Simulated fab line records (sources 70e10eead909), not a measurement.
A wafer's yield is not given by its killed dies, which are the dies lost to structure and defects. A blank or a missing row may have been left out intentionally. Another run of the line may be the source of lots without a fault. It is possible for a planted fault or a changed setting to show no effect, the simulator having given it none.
Struck lot and sound lot, side by side | flow nand-harc | 15 steps out of a route of 1302
Sound: these wafers, L889.2, L889.5, L889.6. Struck: wafers L880.1, L880.3, L880.4. At the end, the cause is stated.
Order at every step that has rows: each side's tool, ch and its chambers, its first start. Under that, the readings that differ: sound wafers | struck wafers | difference of the means | sigmas: that difference in standard deviations of wafers without a fault.
alike: words and numbers the same on both sides, and readings whose means are apart by under 2 such deviations; not compared: readings that were withheld, readings missing a value for some wafer, numbers with overlapping values and no deviation given by the record, and bounds like >300 which may hide the same value.
Wherever a step has rows on one side only, a row that says differs or no value, or a row with sigmas, the two part there. Numbers that have no deviation but don't overlap get no sigmas and don't part them. Lack of a reading on every wafer of one side parts them only where that side has two or more wafers.

first, 8 steps without rows for these wafers: NHARC_A_CONTACT_COAT_86 (time 75 s); NHARC_A_CONTACT_COAT_87 (time 65 s); NHARC_A_CONTACT_COAT_02 (resist thk 90 nm); NHARC_A_CONTACT_SOFTBAKE_03 (time 55 s); NHARC_A_CONTACT_EBR_04; NHARC_A_CONTACT_EXPOSE_05 (exposes mask A CC); NHARC_A_CONTACT_PEB_06 (peb time 65 s); NHARC_A_CONTACT_DEVELOP_07 (develop time 35 s).
NHARC_A_CONTACT_CD_MEAS_08 targets a cd of 200 nm.
  sound on cd-sem-03 ch 0, day 28 00:14; struck on cd-sem-03 ch 0, day 24 22:20
  alike: cd-nm
NHARC_A_CONTACT_OVL_MEAS_09:
  sound on overlay-02, day 28 00:19; struck on overlay-01, day 24 22:25
  reading           | sound       | struck        | difference | sigmas
  overlay-y-nm (nm) | 1.5 1.9 2.6 | -0.5 -0.5 0.0 | -2.3       | -3
  alike: overlay-x-nm
NHARC_A_CONTACT_INSPECT_10:
  sound on defect-inspect-02, day 28 00:22; struck on defect-inspect-02, day 24 22:27
  alike: raw-defect-count
NHARC_A_CONTACT_DESCUM_13: chemistry O2, time 3 s.
  sound on rie-diel-03 ch 0,3, day 28 00:26; struck on rie-diel-03 ch 0,2,3, day 24 22:31
  alike: drypump-motor-current-A, o2-flow-sccm, oes-product-au, rf-vpp-V, showerhead-plenum-p-Torr, throttle-valve-pct
  not compared: rf-hours-counter-h
NHARC_A_CONTACT_ETCH_88: etches the open film in CF4, target depth 39 nm, time 65 s.
  sound on rie-diel-03 ch 2,3, day 28 00:30; struck on rie-diel-03 ch 0,1,2, day 24 22:36
  no value came back on the struck wafers for bias-w (W), rf-fwd-power-W (W); on the sound wafers bias-w (W) reads 99.76 99.96 99.87
  reading          | sound          | struck         | difference | sigmas
  run-length-s (s) | 86.5 86.7 86.0 | 69.0 68.0 68.9 | -17.8      | -37
  alike: drypump-motor-current-A, oes-product-au, rf-vpp-V, showerhead-plenum-p-Torr, throttle-valve-pct
  not compared: rf-hours-counter-h
NHARC_A_CONTACT_ETCH_89: etches the open film in N2/H2, target depth 260 nm, time 475.3 s.
  sound on rie-diel-03 ch 0,3; struck on rie-diel-03 ch 0,1,3
  alike: bias-w, drypump-motor-current-A, oes-product-au, rf-fwd-power-W, rf-vpp-V, run-length-s, showerhead-plenum-p-Torr, throttle-valve-pct
  not compared: rf-hours-counter-h
-- jump in the record: it breaks off in module A_CONTACT and resumes in module END (first step shown: number 1302 of the route), and 2 days separate the struck wafers' starts before and after --
NHARC_END_SORT_01:
  at this point the record logs the struck wafers (prober-01 ch 0, day 27 07:14) and has no rows for the sound ones

== WHERE THEY PART ==
Last at NHARC_END_SORT_01 as far as this record goes, first at NHARC_A_CONTACT_OVL_MEAS_09.

WHY: what had been put in by the simulator
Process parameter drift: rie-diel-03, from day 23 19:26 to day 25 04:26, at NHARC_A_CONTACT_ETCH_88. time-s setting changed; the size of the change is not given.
